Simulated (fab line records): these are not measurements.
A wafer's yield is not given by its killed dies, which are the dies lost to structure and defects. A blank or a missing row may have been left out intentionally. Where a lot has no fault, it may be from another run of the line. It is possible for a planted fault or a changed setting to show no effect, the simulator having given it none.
The tool behind it: which one? :: flow nand harc :: 72 wafers from 24 lots sampled at 4 of the route's 1302 steps

WHAT THE GAUGES SHOWED, per wafer
NHARC_P_ZERO_WELL_CD_MEAS_37: target cd 720 nm. Usual: 720.5 nm for cd nm, sd 1.6.
lot: L074
measured: day 2 00:13
on: cd sem-01
cd nm (nm): 724.5 723.2 720.4
flag: 

lot: L075
measured: day 2 10:15
on: cd sem-01
cd nm (nm): 722.5 718.8 719.9
flag: 

lot: L076
measured: day 2 20:11
on: cd sem-02
cd nm (nm): 718.0 720.1 717.5
flag: 

lot: L077
measured: day 3 06:09
on: cd sem-02
cd nm (nm): 720.3 717.7 721.4
flag: 

lot: L078
measured: day 3 16:01
on: cd sem-03
cd nm (nm): 720.1 721.8 719.0
flag: 

lot: L079
measured: day 4 02:01
on: cd sem-01
cd nm (nm): 719.9 721.0 720.4
flag: 

lot: L080
measured: day 4 12:07
on: cd sem-02
cd nm (nm): 720.1 722.4 721.9
flag: 

lot: L081
measured: day 4 22:02
on: cd sem-02
cd nm (nm): 719.5 719.0 721.1
flag: 

lot: L082
measured: day 5 08:08
on: cd sem-03
cd nm (nm): 719.5 720.5 720.8
flag: 

lot: L083
measured: day 5 18:07
on: cd sem-03
cd nm (nm): 718.5 722.0 718.5
flag: 

lot: L084
measured: day 6 03:52
on: cd sem-02
cd nm (nm): 717.2 719.4 718.1
flag: 

lot: L085
measured: day 6 14:02
on: cd sem-02
cd nm (nm): 719.0 718.8 717.8
flag: 

lot: L086
measured: day 7 00:02
on: cd sem-02
cd nm (nm): 724.3 719.2 719.6
flag: 

lot: L087
measured: day 7 10:07
on: cd sem-03
cd nm (nm): 719.8 723.0 719.5
flag: 

lot: L088
measured: day 7 20:08
on: cd sem-02
cd nm (nm): 722.9 721.6 722.4
flag: 

lot: L089
measured: day 8 06:17
on: cd sem-01
cd nm (nm): 721.8 720.2 723.0
flag: 

lot: L090
measured: day 8 16:11
on: cd sem-02
cd nm (nm): 719.1 719.3 719.0
flag: 

lot: L091
measured: day 9 02:23
on: cd sem-03
cd nm (nm): 719.8 720.1 719.2
flag: 

lot: L092
measured: day 9 12:25
on: cd sem-01
cd nm (nm): 723.1 722.8 719.4
flag: 

lot: L093
measured: day 10 01:38
on: cd sem-02
cd nm (nm): 719.1 720.1 718.5
flag: 

lot: L094
measured: day 10 07:59
on: cd sem-01
cd nm (nm): 722.7 721.9 719.3
flag: 

lot: L095
measured: day 10 22:16
on: cd sem-02
cd nm (nm): 719.7 719.8 720.7
flag: 

lot: L096
measured: day 11 04:22
on: cd sem-02
cd nm (nm): 721.0 718.5 722.3
flag: 

lot: L097
measured: day 11 14:02
on: cd sem-02
cd nm (nm): 720.5 722.1 723.4
flag: 

NHARC_P_ZERO_WELL_CD_MEAS_52: target cd 2000 nm. Usual: 1999.9 nm for cd nm, sd 1.6.
lot: L074
measured: day 2 01:53
on: cd sem-01
cd nm (nm): 1999.3 1999.2 1997.4
flag: 

lot: L075
measured: day 2 11:52
on: cd sem-01
cd nm (nm): 2000.0 1998.6 1997.2
flag: 

lot: L076
measured: day 2 21:51
on: cd sem-02
cd nm (nm): 1996.0 1998.3 1998.8
flag: 

lot: L077
measured: day 3 07:47
on: cd sem-01
cd nm (nm): 2000.6 2003.0 2002.8
flag: 

lot: L078
measured: day 3 17:42
on: cd sem-01
cd nm (nm): 1998.7 1998.4 1998.1
flag: 

lot: L079
measured: day 4 03:41
on: cd sem-03
cd nm (nm): 1999.0 2002.3 2000.2
flag: 

lot: L080
measured: day 4 13:38
on: cd sem-01
cd nm (nm): 2002.8 2002.2 2000.9
flag: 

lot: L081
measured: day 4 23:40
on: cd sem-01
cd nm (nm): 2000.8 1998.0 2000.6
flag: 

lot: L082
measured: day 5 09:47
on: cd sem-01
cd nm (nm): 2000.9 2001.0 1999.5
flag: 

lot: L083
measured: day 5 19:38
on: cd sem-01
cd nm (nm): 1999.0 1997.8 2000.5
flag: 

lot: L084
measured: day 6 05:23
on: cd sem-02
cd nm (nm): 2002.1 2001.7 2000.8
flag: 

lot: L085
measured: day 6 15:40
on: cd sem-02
cd nm (nm): 2001.3 2001.5 2000.1
flag: 

lot: L086
measured: day 7 01:40
on: cd sem-03
cd nm (nm): 2001.4 1999.0 1999.2
flag: 

lot: L087
measured: day 7 11:46
on: cd sem-02
cd nm (nm): 2000.9 1998.7 1999.1
flag: 

lot: L088
measured: day 7 21:47
on: cd sem-01
cd nm (nm): 1999.8 1998.4 1998.4
flag: 

lot: L089
measured: day 8 07:47
on: cd sem-02
cd nm (nm): 2001.4 2001.2 2001.5
flag: 

lot: L090
measured: day 8 17:46
on: cd sem-01
cd nm (nm): 2002.5 1999.6 2001.4
flag: 

lot: L091
measured: day 9 04:03
on: cd sem-02
cd nm (nm): 1999.8 1998.2 1996.2
flag: 

lot: L092
measured: day 9 14:03
on: cd sem-02
cd nm (nm): 2000.5 2001.7 2001.1
flag: 

lot: L093
measured: day 10 03:17
on: cd sem-01
cd nm (nm): 2000.5 1999.4 1999.6
flag: 

lot: L094
measured: day 10 09:47
on: cd sem-02
cd nm (nm): 1999.9 1999.4 1996.2
flag: 

lot: L095
measured: day 10 23:55
on: cd sem-03
cd nm (nm): 1998.8 1998.8 1999.2
flag: 

lot: L096
measured: day 11 05:52
on: cd sem-01
cd nm (nm): 1999.9 2000.1 1998.7
flag: 

lot: L097
measured: day 11 15:41
on: cd sem-02
cd nm (nm): 2001.5 2000.9 2002.6
flag: 

WHAT TOOL EACH LOT RAN ON (gives the tool, then ch and the chambers of the sampled wafers, and finally the start)
lot: L074
NHARC_P_ZERO_WELL_DESCUM_13: rie diel-03 ch 0,2,3, day 1 21:25
NHARC_P_ZERO_WELL_ETCH_62: rie diel-03 ch 1,2,3, day 2 00:13 or earlier

lot: L075
NHARC_P_ZERO_WELL_DESCUM_13: rie diel-03 ch 1,2, day 2 07:30
NHARC_P_ZERO_WELL_ETCH_62: rie diel-03 ch 0,1, day 2 10:15 or earlier

lot: L076
NHARC_P_ZERO_WELL_DESCUM_13: rie diel-07 ch 0,2,3, day 2 17:25
NHARC_P_ZERO_WELL_ETCH_62: rie diel-07 ch 0,2, day 2 20:11 or earlier

lot: L077
NHARC_P_ZERO_WELL_DESCUM_13: rie diel-01 ch 0,1,2, day 3 03:26
NHARC_P_ZERO_WELL_ETCH_62: rie diel-01 ch 1,2,3, day 3 06:09 or earlier

lot: L078
NHARC_P_ZERO_WELL_DESCUM_13: rie diel-03 ch 0,1,3, day 3 13:25
NHARC_P_ZERO_WELL_ETCH_62: rie diel-03 ch 1,2, day 3 16:01 or earlier

lot: L079
NHARC_P_ZERO_WELL_DESCUM_13: rie diel-03 ch 0,2, day 3 23:25
NHARC_P_ZERO_WELL_ETCH_62: rie diel-03 ch 2,3, day 4 02:01 or earlier

lot: L080
NHARC_P_ZERO_WELL_DESCUM_13: rie diel-03 ch 0,2,3, day 4 09:25
NHARC_P_ZERO_WELL_ETCH_62: rie diel-03 ch 0,2,3, day 4 12:07 or earlier

lot: L081
NHARC_P_ZERO_WELL_DESCUM_13: rie diel-01 ch 0,1, day 4 19:18
NHARC_P_ZERO_WELL_ETCH_62: rie diel-01 ch 0,2,3, day 4 22:02 or earlier

lot: L082
NHARC_P_ZERO_WELL_DESCUM_13: rie diel-01 ch 0,1, day 5 05:24
NHARC_P_ZERO_WELL_ETCH_62: rie diel-01 ch 0,2, day 5 08:08 or earlier

lot: L083
NHARC_P_ZERO_WELL_DESCUM_13: rie diel-07 ch 0,2,3, day 5 15:25
NHARC_P_ZERO_WELL_ETCH_62: rie diel-07 ch 1,2, day 5 18:07 or earlier

lot: L084
NHARC_P_ZERO_WELL_DESCUM_13: rie diel-03 ch 1,3, day 6 01:18
NHARC_P_ZERO_WELL_ETCH_62: rie diel-03 ch 0,1,3, day 6 03:52 or earlier

lot: L085
NHARC_P_ZERO_WELL_DESCUM_13: rie diel-01 ch 2,3, day 6 11:20
NHARC_P_ZERO_WELL_ETCH_62: rie diel-01 ch 1,2,3, day 6 14:02 or earlier

lot: L086
NHARC_P_ZERO_WELL_DESCUM_13: rie diel-07 ch 0,1,2, day 6 21:17
NHARC_P_ZERO_WELL_ETCH_62: rie diel-07 ch 0,2,3, day 7 00:02 or earlier

lot: L087
NHARC_P_ZERO_WELL_DESCUM_13: rie diel-07 ch 0,3, day 7 07:24
NHARC_P_ZERO_WELL_ETCH_62: rie diel-07 ch 0,2,3, day 7 10:07 or earlier

lot: L088
NHARC_P_ZERO_WELL_DESCUM_13: rie diel-01 ch 0,1,2, day 7 17:17
NHARC_P_ZERO_WELL_ETCH_62: rie diel-01 ch 1,2,3, day 7 20:08 or earlier

lot: L089
NHARC_P_ZERO_WELL_DESCUM_13: rie diel-03 ch 1,2,3, day 8 03:26
NHARC_P_ZERO_WELL_ETCH_62: rie diel-03 ch 0,1,3, day 8 06:17 or earlier

lot: L090
NHARC_P_ZERO_WELL_DESCUM_13: rie diel-07 ch 0,1,2, day 8 13:17
NHARC_P_ZERO_WELL_ETCH_62: rie diel-07 ch 1,2, day 8 16:11 or earlier

lot: L091
NHARC_P_ZERO_WELL_DESCUM_13: rie diel-01 ch 0,3, day 8 23:17
NHARC_P_ZERO_WELL_ETCH_62: rie diel-01 ch 1,3, day 9 02:23 or earlier

lot: L092
NHARC_P_ZERO_WELL_DESCUM_13: rie diel-01 ch 0,1, day 9 09:24
NHARC_P_ZERO_WELL_ETCH_62: rie diel-01 ch 0,3, day 9 12:25 or earlier

lot: L093
NHARC_P_ZERO_WELL_DESCUM_13: rie diel-07 ch 1,2, day 9 19:32
NHARC_P_ZERO_WELL_ETCH_62: rie diel-07 ch 0,2,3, day 10 01:38 or earlier

lot: L094
NHARC_P_ZERO_WELL_DESCUM_13: rie diel-01 ch 1,2,3, day 10 05:17
NHARC_P_ZERO_WELL_ETCH_62: rie diel-01 ch 0,1,2, day 10 07:59 or earlier

lot: L095
NHARC_P_ZERO_WELL_DESCUM_13: rie diel-07 ch 0,1, day 10 15:23
NHARC_P_ZERO_WELL_ETCH_62: rie diel-07 ch 1,3, day 10 22:16 or earlier

lot: L096
NHARC_P_ZERO_WELL_DESCUM_13: rie diel-07 ch 2,3, day 11 01:25
NHARC_P_ZERO_WELL_ETCH_62: rie diel-07 ch 0,1,3, day 11 04:22 or earlier

lot: L097
NHARC_P_ZERO_WELL_DESCUM_13: rie diel-03 ch 0,1,3, day 11 11:29
NHARC_P_ZERO_WELL_ETCH_62: rie diel-03 ch 0,3, day 11 14:02 or earlier
- NHARC_P_ZERO_WELL_DESCUM_13: chemistry O2, time 3 s.
- NHARC_P_ZERO_WELL_ETCH_62: etches the open film in CHF3/Ar, target depth 13 nm, time 6.5 s.

AS READ BY THE TOOLS THEMSELVES (means over the sampled wafers that have a number; for cases with no such wafer, the mark the record gives instead)
NHARC_P_ZERO_WELL_DESCUM_13. Usual: drypump motor current A 6.0 A, standard deviation 0.38; oes product au 1.000 a.u., standard deviation 0.011; rf vpp V 58.0 V, standard deviation 0.9; showerhead plenum p Torr 1.94 Torr, standard deviation 0.066; throttle valve pct 11.311 %, standard deviation 0.0092.
lot: L074
tool: rie diel-03
drypump motor current A (A): 6.1
oes product au (a.u.): 1.004
rf vpp V (V): 57.7
showerhead plenum p Torr (Torr): 2.01
throttle valve pct (%): 11.311
flag: 

lot: L075
tool: rie diel-03
drypump motor current A (A): 6.2
oes product au (a.u.): 1.011
rf vpp V (V): 58.3
showerhead plenum p Torr (Torr): 1.96
throttle valve pct (%): 11.318
flag: 

lot: L076
tool: rie diel-07
drypump motor current A (A): 5.5
oes product au (a.u.): 1.009
rf vpp V (V): 57.5
showerhead plenum p Torr (Torr): 1.93
throttle valve pct (%): 11.302
flag: 

lot: L077
tool: rie diel-01
drypump motor current A (A): 6.1
oes product au (a.u.): 1.000
rf vpp V (V): 57.4
showerhead plenum p Torr (Torr): 1.91
throttle valve pct (%): 11.314
flag: 

lot: L078
tool: rie diel-03
drypump motor current A (A): 6.2
oes product au (a.u.): 1.006
rf vpp V (V): 56.7
showerhead plenum p Torr (Torr): 1.95
throttle valve pct (%): 11.305
flag: 

lot: L079
tool: rie diel-03
drypump motor current A (A): 6.0
oes product au (a.u.): 0.997
rf vpp V (V): 58.9
showerhead plenum p Torr (Torr): 2.01
throttle valve pct (%): 11.320
flag: 

lot: L080
tool: rie diel-03
drypump motor current A (A): 6.1
oes product au (a.u.): 0.992
rf vpp V (V): 58.4
showerhead plenum p Torr (Torr): 2.00
throttle valve pct (%): 11.314
flag: 

lot: L081
tool: rie diel-01
drypump motor current A (A): 6.2
oes product au (a.u.): 1.007
rf vpp V (V): 58.6
showerhead plenum p Torr (Torr): 1.92
throttle valve pct (%): 11.318
flag: 

lot: L082
tool: rie diel-01
drypump motor current A (A): 5.9
oes product au (a.u.): 0.989
rf vpp V (V): 57.8
showerhead plenum p Torr (Torr): 1.93
throttle valve pct (%): 11.317
flag: 

lot: L083
tool: rie diel-07
drypump motor current A (A): 5.5
oes product au (a.u.): 0.999
rf vpp V (V): 58.4
showerhead plenum p Torr (Torr): 1.92
throttle valve pct (%): 11.317
flag: 

lot: L084
tool: rie diel-03
drypump motor current A (A): 6.3
oes product au (a.u.): 0.988
rf vpp V (V): 57.4
showerhead plenum p Torr (Torr): 1.94
throttle valve pct (%): 11.312
flag: 

lot: L085
tool: rie diel-01
drypump motor current A (A): 6.1
oes product au (a.u.): 1.012
rf vpp V (V): 57.9
showerhead plenum p Torr (Torr): 1.90
throttle valve pct (%): 11.313
flag: 

lot: L086
tool: rie diel-07
drypump motor current A (A): 5.6
oes product au (a.u.): 0.986
rf vpp V (V): 57.4
showerhead plenum p Torr (Torr): 1.89
throttle valve pct (%): 11.306
flag: 

lot: L087
tool: rie diel-07
drypump motor current A (A): 5.4
oes product au (a.u.): 0.989
rf vpp V (V): 58.0
showerhead plenum p Torr (Torr): 1.95
throttle valve pct (%): 11.317
flag: 

lot: L088
tool: rie diel-01
drypump motor current A (A): 6.1
oes product au (a.u.): 1.007
rf vpp V (V): 57.3
showerhead plenum p Torr (Torr): 1.90
throttle valve pct (%): 11.313
flag: 

lot: L089
tool: rie diel-03
drypump motor current A (A): 6.2
oes product au (a.u.): 0.997
rf vpp V (V): 58.2
showerhead plenum p Torr (Torr): 1.99
throttle valve pct (%): 11.311
flag: 

lot: L090
tool: rie diel-07
drypump motor current A (A): 5.6
oes product au (a.u.): 0.989
rf vpp V (V): 57.7
showerhead plenum p Torr (Torr): 1.89
throttle valve pct (%): 11.304
flag: 

lot: L091
tool: rie diel-01
drypump motor current A (A): 6.2
oes product au (a.u.): 1.001
rf vpp V (V): 58.7
showerhead plenum p Torr (Torr): 1.94
throttle valve pct (%): 11.307
flag: 

lot: L092
tool: rie diel-01
drypump motor current A (A): 5.9
oes product au (a.u.): 0.994
rf vpp V (V): 57.6
showerhead plenum p Torr (Torr): 1.91
throttle valve pct (%): 11.305
flag: 

lot: L093
tool: rie diel-07
drypump motor current A (A): 5.9
oes product au (a.u.): 0.998
rf vpp V (V): 58.5
showerhead plenum p Torr (Torr): 1.89
throttle valve pct (%): 11.312
flag: 

lot: L094
tool: rie diel-01
drypump motor current A (A): 6.3
oes product au (a.u.): 1.006
rf vpp V (V): 58.4
showerhead plenum p Torr (Torr): 1.90
throttle valve pct (%): 11.307
flag: 

lot: L095
tool: rie diel-07
drypump motor current A (A): 5.4
oes product au (a.u.): 0.989
rf vpp V (V): 58.4
showerhead plenum p Torr (Torr): 1.91
throttle valve pct (%): 11.303
flag: 

lot: L096
tool: rie diel-07
drypump motor current A (A): 5.8
oes product au (a.u.): 0.999
rf vpp V (V): 57.8
showerhead plenum p Torr (Torr): 1.94
throttle valve pct (%): 11.303
flag: 

lot: L097
tool: rie diel-03
drypump motor current A (A): 6.2
oes product au (a.u.): 0.995
rf vpp V (V): 58.5
showerhead plenum p Torr (Torr): 1.94
throttle valve pct (%): 11.314
flag: 

NHARC_P_ZERO_WELL_ETCH_62. Usual: chf3 flow sccm 49.99 sccm, standard deviation 0.15; drypump motor current A 6.0 A, standard deviation 0.38; oes product au 0.958 a.u., standard deviation 0.017; rf vpp V 371.0 V, standard deviation 1.7; showerhead plenum p Torr 2.37 Torr, standard deviation 0.073; throttle valve pct 20.217 %, standard deviation 0.0091.
lot: L074
tool: rie diel-03
chf3 flow sccm (sccm): 49.93
drypump motor current A (A): 6.2
oes product au (a.u.): 0.969
rf vpp V (V): 372.7
showerhead plenum p Torr (Torr): 2.45
throttle valve pct (%): 20.223
flag: 

lot: L075
tool: rie diel-03
chf3 flow sccm (sccm): 50.01
drypump motor current A (A): 6.2
oes product au (a.u.): 0.937
rf vpp V (V): 370.8
showerhead plenum p Torr (Torr): 2.35
throttle valve pct (%): 20.207
flag: 

lot: L076
tool: rie diel-07
chf3 flow sccm (sccm): 49.97
drypump motor current A (A): 5.3
oes product au (a.u.): 0.972
rf vpp V (V): 370.1
showerhead plenum p Torr (Torr): 2.33
throttle valve pct (%): 20.218
flag: 

lot: L077
tool: rie diel-01
chf3 flow sccm (sccm): 50.12
drypump motor current A (A): 6.3
oes product au (a.u.): 0.959
rf vpp V (V): 370.0
showerhead plenum p Torr (Torr): 2.34
throttle valve pct (%): 20.215
flag: 

lot: L078
tool: rie diel-03
chf3 flow sccm (sccm): 49.90
drypump motor current A (A): 6.2
oes product au (a.u.): 0.969
rf vpp V (V): 370.5
showerhead plenum p Torr (Torr): 2.40
throttle valve pct (%): 20.211
flag: 

lot: L079
tool: rie diel-03
chf3 flow sccm (sccm): 49.99
drypump motor current A (A): 6.1
oes product au (a.u.): 0.967
rf vpp V (V): 374.5
showerhead plenum p Torr (Torr): 2.51
throttle valve pct (%): 20.217
flag: 

lot: L080
tool: rie diel-03
chf3 flow sccm (sccm): 49.96
drypump motor current A (A): 6.1
oes product au (a.u.): 0.960
rf vpp V (V): 372.3
showerhead plenum p Torr (Torr): 2.45
throttle valve pct (%): 20.224
flag: 

lot: L081
tool: rie diel-01
chf3 flow sccm (sccm): 49.91
drypump motor current A (A): 6.0
oes product au (a.u.): 0.969
rf vpp V (V): 370.9
showerhead plenum p Torr (Torr): 2.36
throttle valve pct (%): 20.223
flag: 

lot: L082
tool: rie diel-01
chf3 flow sccm (sccm): 50.08
drypump motor current A (A): 5.8
oes product au (a.u.): 0.940
rf vpp V (V): 371.4
showerhead plenum p Torr (Torr): 2.35
throttle valve pct (%): 20.222
flag: 

lot: L083
tool: rie diel-07
chf3 flow sccm (sccm): 49.97
drypump motor current A (A): 5.9
oes product au (a.u.): 0.974
rf vpp V (V): 369.9
showerhead plenum p Torr (Torr): 2.32
throttle valve pct (%): 20.211
flag: 

lot: L084
tool: rie diel-03
chf3 flow sccm (sccm): 49.95
drypump motor current A (A): 6.2
oes product au (a.u.): 0.971
rf vpp V (V): 371.8
showerhead plenum p Torr (Torr): 2.38
throttle valve pct (%): 20.206
flag: 

lot: L085
tool: rie diel-01
chf3 flow sccm (sccm): 50.03
drypump motor current A (A): 6.3
oes product au (a.u.): 0.975
rf vpp V (V): 370.2
showerhead plenum p Torr (Torr): 2.33
throttle valve pct (%): 20.214
flag: 

lot: L086
tool: rie diel-07
chf3 flow sccm (sccm): 49.99
drypump motor current A (A): 5.5
oes product au (a.u.): 0.944
rf vpp V (V): 371.5
showerhead plenum p Torr (Torr): 2.35
throttle valve pct (%): 20.216
flag: 

lot: L087
tool: rie diel-07
chf3 flow sccm (sccm): 49.99
drypump motor current A (A): 5.5
oes product au (a.u.): 0.929
rf vpp V (V): 370.9
showerhead plenum p Torr (Torr): 2.35
throttle valve pct (%): 20.208
flag: 

lot: L088
tool: rie diel-01
chf3 flow sccm (sccm): 50.15
drypump motor current A (A): 6.3
oes product au (a.u.): 0.973
rf vpp V (V): 370.8
showerhead plenum p Torr (Torr): 2.33
throttle valve pct (%): 20.217
flag: 

lot: L089
tool: rie diel-03
chf3 flow sccm (sccm): 49.95
drypump motor current A (A): 6.2
oes product au (a.u.): 0.947
rf vpp V (V): 371.8
showerhead plenum p Torr (Torr): 2.38
throttle valve pct (%): 20.221
flag: 

lot: L090
tool: rie diel-07
chf3 flow sccm (sccm): 50.03
drypump motor current A (A): 5.9
oes product au (a.u.): 0.955
rf vpp V (V): 370.3
showerhead plenum p Torr (Torr): 2.31
throttle valve pct (%): 20.217
flag: 

lot: L091
tool: rie diel-01
chf3 flow sccm (sccm): 50.06
drypump motor current A (A): 6.4
oes product au (a.u.): 0.947
rf vpp V (V): 371.0
showerhead plenum p Torr (Torr): 2.33
throttle valve pct (%): 20.220
flag: 

lot: L092
tool: rie diel-01
chf3 flow sccm (sccm): 49.93
drypump motor current A (A): 6.2
oes product au (a.u.): 0.941
rf vpp V (V): 370.5
showerhead plenum p Torr (Torr): 2.37
throttle valve pct (%): 20.213
flag: 

lot: L093
tool: rie diel-07
chf3 flow sccm (sccm): 50.00
drypump motor current A (A): 5.6
oes product au (a.u.): 0.930
rf vpp V (V): 371.0
showerhead plenum p Torr (Torr): 2.34
throttle valve pct (%): 20.214
flag: 

lot: L094
tool: rie diel-01
chf3 flow sccm (sccm): 49.96
drypump motor current A (A): 6.1
oes product au (a.u.): 0.963
rf vpp V (V): 369.9
showerhead plenum p Torr (Torr): 2.32
throttle valve pct (%): 20.216
flag: 

lot: L095
tool: rie diel-07
chf3 flow sccm (sccm): 49.91
drypump motor current A (A): 6.0
oes product au (a.u.): 0.963
rf vpp V (V): 371.1
showerhead plenum p Torr (Torr): 2.38
throttle valve pct (%): 20.212
flag: 

lot: L096
tool: rie diel-07
chf3 flow sccm (sccm): 50.03
drypump motor current A (A): 5.6
oes product au (a.u.): 0.958
rf vpp V (V): 371.5
showerhead plenum p Torr (Torr): 2.38
throttle valve pct (%): 20.220
flag: 

lot: L097
tool: rie diel-03
chf3 flow sccm (sccm): 50.08
drypump motor current A (A): 6.1
oes product au (a.u.): 0.973
rf vpp V (V): 371.6
showerhead plenum p Torr (Torr): 2.38
throttle valve pct (%): 20.225
flag: 

THE ANSWER, worked out from the rows above alone
Rule: take the mean of a lot's wafers that have a number; if it is more than 3 standard deviations from the usual mean, the lot is off. A lot without any number at a reading at which 4 lots or more have one is off too. Where the step has rows for the other lots, those lots are counted as sound. First the gauges in route order, then the tools' own readings, where a lot's mean is used as printed above. The first step at which some lot is off is used, and at that step the reading that is off furthest; a lot without a number counts as furthest.
Nothing can be told from this: no lot is off at any reading shown.

WHAT THE SIMULATOR HAD PUT IN
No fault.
